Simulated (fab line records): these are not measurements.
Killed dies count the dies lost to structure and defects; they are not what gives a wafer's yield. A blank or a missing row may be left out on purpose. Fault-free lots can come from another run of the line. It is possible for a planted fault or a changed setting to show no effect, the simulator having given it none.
What tool caused it? | flow nand-harc | at 1 step of a route of 1159, 24 lots with 72 wafers sampled

WHAT EACH GAUGE READ, for each wafer
NHARC_P_ZERO_WELL_CD_MEAS_52: the cd target is 2000 nm. Usual: cd-nm at 2000.1 nm, with a standard deviation of 2.2.
lot  | measured    | on        | cd-nm (nm)           | flag
L074 | day 1 18:01 | cd-sem-03 | 2001.8 1997.7 1997.2 |
L075 | day 2 00:06 | cd-sem-02 | 2001.9 2003.5 2003.2 |
L076 | day 2 05:58 | cd-sem-02 | 1997.2 1997.2 1996.9 |
L077 | day 2 11:45 | cd-sem-02 | 1997.6 1998.4 1999.2 |
L078 | day 2 17:45 | cd-sem-03 | 2002.7 2003.7 2003.1 |
L079 | day 2 23:37 | cd-sem-02 | 1997.5 1998.2 2000.4 |
L080 | day 3 05:45 | cd-sem-03 | 1996.6 2002.1 1995.8 |
L081 | day 3 11:56 | cd-sem-01 | 2000.8 2003.1 2000.5 |
L082 | day 3 17:38 | cd-sem-01 | 1999.4 2000.0 1997.2 |
L083 | day 3 23:40 | cd-sem-02 | 2000.6 2000.2 1999.5 |
L084 | day 4 05:47 | cd-sem-03 | 1996.4 2000.3 1997.4 |
L085 | day 4 11:43 | cd-sem-01 | 2002.8 2000.6 2002.7 |
L086 | day 4 18:03 | cd-sem-03 | 2000.6 2003.0 2002.9 |
L087 | day 5 00:08 | cd-sem-03 | 1997.0 1997.8 1998.5 |
L088 | day 5 05:38 | cd-sem-01 | 1999.0 2000.5 1998.8 |
L089 | day 5 11:44 | cd-sem-01 | 1999.1 2004.1 1998.2 |
L090 | day 5 17:38 | cd-sem-03 | 2001.0 2002.4 2003.3 |
L091 | day 5 23:47 | cd-sem-03 | 1997.2 2001.3 2001.4 |
L092 | day 6 05:45 | cd-sem-02 | 2000.2 1997.5 1996.7 |
L093 | day 6 11:46 | cd-sem-03 | 2003.9 2004.0 2003.5 |
L094 | day 6 17:28 | cd-sem-01 | 2000.8 2002.0 2000.7 |
L095 | day 6 23:53 | cd-sem-01 | 1998.7 1998.2 1997.3 |
L096 | day 7 05:44 | cd-sem-02 | 2001.1 1999.1 1996.9 |
L097 | day 7 11:32 | cd-sem-02 | 2001.3 2000.7 1999.6 |

WHICH TOOL RAN EACH LOT (tool, then ch and the chambers of the sampled wafers, then the start)
The record holds no process step before these readings.

WHAT THE TOOLS THEMSELVES READ (means of the sampled wafers that have a number; where no wafer has one, the mark that the record gives instead)
The record holds no such reading with a usual standard deviation.

THE ANSWER, worked out from the rows above alone
Rule: a lot counts as off when the mean over its wafers that have a number is more than 3 standard deviations away from the usual mean. A lot without any number at a reading at which 4 lots or more have one is off too. Where the step has rows for the other lots, those lots are counted as sound. The gauges are gone through in route order, then the tools' own readings, and for those a lot's mean is taken as printed above. At the first step where some lot is off, the reading lying furthest off is the one used; lots without a number count as furthest.
None of the lots is off at any reading shown; this tells nothing.

WHAT THE SIMULATOR PUT IN
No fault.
